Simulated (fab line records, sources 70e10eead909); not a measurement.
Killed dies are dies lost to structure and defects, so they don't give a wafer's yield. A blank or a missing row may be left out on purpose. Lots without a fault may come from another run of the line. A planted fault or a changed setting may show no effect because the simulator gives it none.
Chamber matching | flow nand_harc | NHARC_P_GATE_DESCUM_13 on rie_diel-08: 4 sister chambers
The step chemistry O2, time 3 s. 30 wafers are shown with their chamber, then 12 later ones without.

WAFERS WITH THEIR CHAMBER
wafer  | chamber | drypump_motor_current_A (A) | showerhead_plenum_p_Torr (Torr) | rf_vpp_V (V)
L075.1 | 1       | 4.9                         | 1.83                            | 57.7
L075.4 | 0       | 5.9                         | 1.81                            | 57.2
L075.5 | 1       | 4.9                         | 1.83                            | 59.7
L076.3 | 3       | 6.1                         | 1.95                            | 58.4
L076.4 | 1       | 4.9                         | 1.83                            | 58.5
L076.6 | 0       | 5.9                         | 1.81                            | 55.5
L080.3 | 0       | 5.9                         | 1.81                            | 57.5
L080.4 | 3       | 6.0                         | 1.94                            | 56.3
L080.5 | 3       | 6.1                         | 1.94                            | 57.1
L080.1 | 2       | 5.4                         | 1.79                            | 59.8
L080.2 | 1       | 4.9                         | 1.83                            | 57.5
L080.6 | 0       | 5.9                         | 1.81                            | 56.2
L082.1 | 2       | 5.4                         | 1.79                            | 57.2
L082.3 | 1       | 4.9                         | 1.83                            | 56.8
L082.5 | 3       | 6.1                         | 1.94                            | 58.3
L083.1 | 3       | 6.1                         | 1.94                            | 56.9
L083.2 | 1       | 4.9                         | 1.83                            | 58.8
L083.6 | 3       | 6.1                         | 1.94                            | 58.4
L086.2 | 2       | 5.4                         | 1.78                            | 57.2
L086.4 | 3       | 6.1                         | 1.94                            | 57.3
L086.6 | 0       | 5.9                         | 1.81                            | 57.5
L086.1 | 0       | 5.9                         | 1.81                            | 57.8
L086.3 | 1       | 4.9                         | 1.83                            | 57.7
L086.5 | 3       | 6.0                         | 1.94                            | 59.4
L088.1 | 0       | 5.9                         | 1.81                            | 57.6
L088.3 | 1       | 4.9                         | 1.83                            | 58.7
L088.6 | 0       | 5.9                         | 1.81                            | 56.8
L090.2 | 2       | 5.4                         | 1.78                            | 57.0
L090.3 | 3       | 6.1                         | 1.94                            | 57.7
L090.4 | 1       | 4.9                         | 1.83                            | 58.4

SIGNATURES (means of the wafers above)
reading                  | chamber 0 | chamber 1 | chamber 2 | chamber 3 | scatter within a chamber
drypump_motor_current_A  | 5.900     | 4.900     | 5.400     | 6.078     | 0.0245
showerhead_plenum_p_Torr | 1.8100    | 1.8300    | 1.7850    | 1.9411    | 0.0027
rf_vpp_V                 | 57.013    | 58.200    | 57.800    | 57.756    | 0.942
Rule: a wafer's distance from a chamber is the root of the sum, over the readings, of the square of ((its reading less the chamber's mean) divided by the reading's scatter). The wafer belongs to the nearest chamber; if the next one is less than 2 further off, it can't be placed. The scatter: the root of (the sum of the squares of (reading less its chamber's mean) over the shown wafers, divided by (wafers less chambers)).

WAFERS WITHOUT THEIR CHAMBER
wafer  | drypump_motor_current_A (A) | showerhead_plenum_p_Torr (Torr) | rf_vpp_V (V)
L090.1 | 5.9                         | 1.81                            | 58.3
L090.5 | 6.1                         | 1.94                            | 56.9
L090.6 | 5.9                         | 1.81                            | 57.9
L092.1 | 5.4                         | 1.78                            | 57.1
L092.2 | 5.9                         | 1.81                            | 57.0
L092.5 | 5.9                         | 1.81                            | 58.6
L095.3 | 5.4                         | 1.78                            | 57.8
L095.5 | 6.1                         | 1.94                            | 57.9
L095.6 | 5.9                         | 1.81                            | 57.5
L097.3 | 5.4                         | 1.78                            | 57.1
L097.4 | 6.1                         | 1.94                            | 57.2
L097.5 | 4.9                         | 1.82                            | 56.5

WHICH CHAMBER EACH WENT THROUGH
wafer  | from the rows above | in truth
L090.1 | 0                   | 0
L090.5 | 3                   | 3
L090.6 | 0                   | 0
L092.1 | 2                   | 2
L092.2 | 0                   | 0
L092.5 | 0                   | 0
L095.3 | 2                   | 2
L095.5 | 3                   | 3
L095.6 | 0                   | 0
L097.3 | 2                   | 2
L097.4 | 3                   | 3
L097.5 | 1                   | 1
Placed correctly: 12 of 12. Can't be placed from these rows: 0. Placed wrongly: 0.
